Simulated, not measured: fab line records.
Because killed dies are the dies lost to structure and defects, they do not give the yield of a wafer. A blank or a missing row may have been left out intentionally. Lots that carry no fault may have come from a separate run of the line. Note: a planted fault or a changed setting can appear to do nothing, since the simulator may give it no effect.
Matching of chambers -- flow nand harc -- NHARC_A_BONDPAD_STRIP_15 on rie diel-04 has 4 sister chambers
The step strips in O2. 16 wafers are shown with their chamber, then 8 later ones without.

## WAFERS PAIRED WITH THEIR CHAMBERS
wafer,chamber,chamber pressure mTorr (mTorr),o2 flow sccm (sccm),rf vpp V (V)
L414.1,0,60.00,500.0,58.8
L414.3,1,60.00,502.3,59.1
L414.4,2,60.04,499.4,56.9
L423.6,3,60.03,498.7,58.3
L424.4,1,59.97,500.9,57.2
L424.6,3,60.04,499.0,58.7
L426.1,1,60.03,502.6,58.3
L426.4,0,59.93,500.0,57.4
L426.5,3,60.04,500.5,59.3
L428.1,0,60.06,499.5,58.3
L428.3,2,60.06,501.7,58.6
L428.4,3,59.99,500.1,58.0
L431.1,2,60.06,501.6,57.4
L431.3,0,60.03,500.3,59.3
L431.4,1,60.00,499.3,57.9
L432.1,0,60.05,501.7,59.1

SIGNATURES (means of the wafers above)
reading,chamber 0,chamber 1,chamber 2,chamber 3,scatter within a chamber
chamber pressure mTorr,60.0140,60.0000,60.0533,60.0250,0.035
o2 flow sccm,500.300,501.275,500.900,499.575,1.13
rf vpp V,58.580,58.125,57.633,58.575,0.746
Rule: for a wafer and a chamber, the distance is found by dividing, reading by reading, the gap between the wafer's reading and the chamber's mean by the reading's scatter, squaring, summing and taking the root. If the next closest chamber is less than 2 further off than the closest, the wafer can't be placed; otherwise it belongs to the closest. The scatter: take each reading less its chamber's mean, square it, sum over the shown wafers, divide by the number of wafers less the number of chambers, and take the root.

## WAFERS WHOSE CHAMBER IS MISSING
wafer,chamber pressure mTorr (mTorr),o2 flow sccm (sccm),rf vpp V (V)
L432.4,60.07,500.1,58.2
L432.6,59.97,500.0,57.7
L433.2,59.88,497.1,57.8
L433.4,59.95,500.0,57.7
L433.6,60.01,499.7,58.5
L434.3,60.04,500.0,58.1
L434.4,59.96,498.5,58.1
L434.5,60.01,500.4,59.0

## WHICH CHAMBER EACH WENT THROUGH
wafer,from the rows above,in truth
L432.4,can't be placed: 2 or 3 or 0 or 1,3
L432.6,can't be placed: 1 or 0 or 3 or 2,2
L433.2,can't be placed: 3 or 0 or 1 or 2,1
L433.4,can't be placed: 1 or 0 or 3 or 2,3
L433.6,can't be placed: 3 or 0 or 1 or 2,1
L434.3,can't be placed: 3 or 0 or 2 or 1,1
L434.4,can't be placed: 3 or 0 or 1 or 2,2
L434.5,can't be placed: 0 or 3 or 1 or 2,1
0 of 8 placed correctly. Unplaceable from these rows: 8, with the true chamber sitting among the candidates in 8. 0 placed wrongly.
